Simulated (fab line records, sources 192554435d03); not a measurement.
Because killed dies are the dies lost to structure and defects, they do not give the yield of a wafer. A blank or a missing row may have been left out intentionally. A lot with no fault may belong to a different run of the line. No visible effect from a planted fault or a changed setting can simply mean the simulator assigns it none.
Split-lot experiment | flow n5-finfet | 21 wafers read from 7 lots, route of 1938 steps

== ABOUT THE SPLIT ==
At N5_BEOL_M3_ETCH_64 (etches SOC in N2/H2, target depth 75 nm, overetch 15 nm, time 112.5 s), the setting bias-w was moved away from the recipe's 150 W on 5 of the 21 wafers read, by -12.2% to +11.5%. For the rest of the wafers, this setting stayed at what the recipe calls for.

The reading is taken at the split's own step.

== THE READING ==
rf-vpp-V, in V, at N5_BEOL_M3_ETCH_64 (etches SOC in N2/H2, target depth 75 nm, overetch 15 nm, time 112.5 s). Typical for fault-free wafers on this fab line: 523.8 V, with standard deviation 2.3 V.

wafer  | tool, chamber at the split | bias-w as run, W | against the recipe | rf-vpp-V, V | against lot-mates on the recipe
L076.4 | rie-diel-01, 1             | 150              | recipe             | 525.4       | -
L076.5 | rie-diel-01, 1             | 150              | recipe             | 525.7       | -
L076.6 | rie-diel-01, 0             | 150              | recipe             | 526.1       | -
L077.1 | rie-diel-01, 2             | 150              | recipe             | 525.6       | -
L077.2 | rie-diel-01, 3             | 150              | recipe             | 522.0       | -
L077.6 | rie-diel-01, 3             | 150              | recipe             | 521.1       | -
L084.1 | rie-diel-04, 2             | 131.7            | -12.2%             | 485.3       | -35.6
L084.2 | rie-diel-04, 1             | 150              | recipe             | 520.9       | -
L084.3 | rie-diel-04, 0             | 131.7            | -12.2%             | 479.9       | -41.0
L085.3 | rie-diel-01, 1             | 150              | recipe             | 525.5       | -
L085.5 | rie-diel-01, 2             | 150              | recipe             | 524.7       | -
L085.6 | rie-diel-01, 1             | 150              | recipe             | 526.7       | -
L090.1 | rie-diel-03, 0             | 150              | recipe             | 526.5       | -
L090.2 | rie-diel-03, 3             | 167.3            | +11.5%             | 564.6       | +38.1
L090.4 | rie-diel-03, 2             | 167.3            | +11.5%             | 557.9       | +31.4
L093.3 | rie-diel-04, 3             | 150              | recipe             | 522.7       | -
L093.5 | rie-diel-04, 0             | 150              | recipe             | 520.4       | -
L093.6 | rie-diel-04, 3             | 132.7            | -11.5%             | 483.5       | -38.0
L097.1 | rie-diel-04, 2             | 150              | recipe             | 525.1       | -
L097.2 | rie-diel-04, 0             | 150              | recipe             | 518.9       | -
L097.5 | rie-diel-04, 3             | 150              | recipe             | 523.5       | -

FIT RESULTS
A straight line over all 21 wafers: rf-vpp-V changes by +3.35 V for each +1% of bias-w; r = +0.99; the points scatter about the line by 2.6 V.
The same after taking each lot's own level away (the mean of its wafers on the recipe; 21 wafers): +3.12 V for each +1%; r = +0.99; scatter 2.1 V.
The reading moves by 38 V for the largest change in bias-w, on that fit.
The lots' own levels span 520.90 to 526.50 V, that is 2.4 times the standard deviation above.
The two slopes agree, so the slope changes little with the lot-to-lot level.
Check: with one of the wafers moved furthest among these (-12.2%) left out of the fit, the line predicts -39.1 V for it against its lot-mates. It came out at -35.6 V against them.
Tool readings at the split's step, against how far the setting was moved: rf-vpp-V r = +0.99.

== FURTHER SPLITS ON THESE WAFERS ==
These wafers also went through other splits before the reading. Each is held against what the fit with the lots' levels taken away leaves over:
other split on the same wafers | wafers away from the commonest value | r with rf-vpp-V (lot level and that fit taken away)
N5_BEOL_M1_ETCH_64 bias-w      | 12                                   | -0.23
N5_BEOL_M2_COAT_62 spin-rpm    | 8                                    | +0.16

== THE WHOLE CHAIN: every reading that the file lists as answering this split, in the file's order ==
step               | what it does                                                          | reading                                                                          | change (the file's fit)                | r (the file's)
N5_BEOL_M3_ETCH_64 | etches SOC in N2/H2, target depth 75 nm, overetch 15 nm, time 112.5 s | rf-vpp-V                                                                         | +3.15 V for each +1% of the setting    | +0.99
N5_BEOL_M3_ETCH_64 | etches SOC in N2/H2, target depth 75 nm, overetch 15 nm, time 112.5 s | SiARC_of_BEOL_M3_COAT_62.thk-nm (the simulator's own value, which no gauge read) | -0.0739 nm for each +1% of the setting | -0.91

== FILE'S OWN FIT ==
rf-vpp-V changes by +3.15 V for each +1% of bias-w, r = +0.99.
